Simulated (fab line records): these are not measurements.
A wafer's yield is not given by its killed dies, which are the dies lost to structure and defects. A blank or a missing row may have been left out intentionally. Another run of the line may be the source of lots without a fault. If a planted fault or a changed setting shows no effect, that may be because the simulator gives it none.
Chamber matching / flow n5-finfet / N5_BEOL_M15_DESCUM_33 on rie-diel-04 has 4 sister chambers
The step chemistry O2, time 7.9 s. 8 wafers are shown with their chamber, then 8 later ones without.

WAFERS, EACH WITH ITS CHAMBER
wafer=L076.1; chamber=1; drypump-motor-current-A (A)=5.7; throttle-valve-pct (%)=20.60
wafer=L076.5; chamber=2; drypump-motor-current-A (A)=4.7; throttle-valve-pct (%)=20.46
wafer=L077.1; chamber=1; drypump-motor-current-A (A)=5.6; throttle-valve-pct (%)=20.59
wafer=L077.3; chamber=0; drypump-motor-current-A (A)=5.3; throttle-valve-pct (%)=20.31
wafer=L086.1; chamber=0; drypump-motor-current-A (A)=5.3; throttle-valve-pct (%)=20.34
wafer=L086.2; chamber=3; drypump-motor-current-A (A)=6.4; throttle-valve-pct (%)=20.59
wafer=L086.3; chamber=2; drypump-motor-current-A (A)=4.7; throttle-valve-pct (%)=19.99
wafer=L091.2; chamber=3; drypump-motor-current-A (A)=6.4; throttle-valve-pct (%)=20.61

WAFERS WITHOUT THEIR CHAMBER
wafer=L091.3; drypump-motor-current-A (A)=5.6; throttle-valve-pct (%)=20.62
wafer=L091.4; drypump-motor-current-A (A)=4.7; throttle-valve-pct (%)=19.99
wafer=L095.1; drypump-motor-current-A (A)=5.6; throttle-valve-pct (%)=20.64
wafer=L095.2; drypump-motor-current-A (A)=4.7; throttle-valve-pct (%)=20.01
wafer=L095.4; drypump-motor-current-A (A)=5.3; throttle-valve-pct (%)=20.38
wafer=L097.1; drypump-motor-current-A (A)=5.7; throttle-valve-pct (%)=20.64
wafer=L097.4; drypump-motor-current-A (A)=4.7; throttle-valve-pct (%)=20.00
wafer=L097.5; drypump-motor-current-A (A)=6.4; throttle-valve-pct (%)=20.63

THE CHAMBER EACH PASSED THROUGH
wafer=L091.3; from the rows above=1; in truth=1
wafer=L091.4; from the rows above=2; in truth=2
wafer=L095.1; from the rows above=1; in truth=1
wafer=L095.2; from the rows above=2; in truth=2
wafer=L095.4; from the rows above=0; in truth=0
wafer=L097.1; from the rows above=1; in truth=1
wafer=L097.4; from the rows above=2; in truth=2
wafer=L097.5; from the rows above=3; in truth=3
Correctly placed: 8 of 8. From these rows, 0 cannot be placed. Number placed wrongly: 0.
How it was worked out, from the rows above alone: a wafer's distance from a chamber is the root of the sum, over the readings, of the square of ((its reading less the chamber's mean) divided by the reading's scatter). The wafer belongs to the nearest chamber; if the next one is less than 2 further off, it can't be placed. Each chamber's mean is taken over the wafers shown for it. The scatter is the square root of a quotient: the sum, over the shown wafers, of each reading's squared deviation from its chamber's mean, divided by wafers minus chambers.
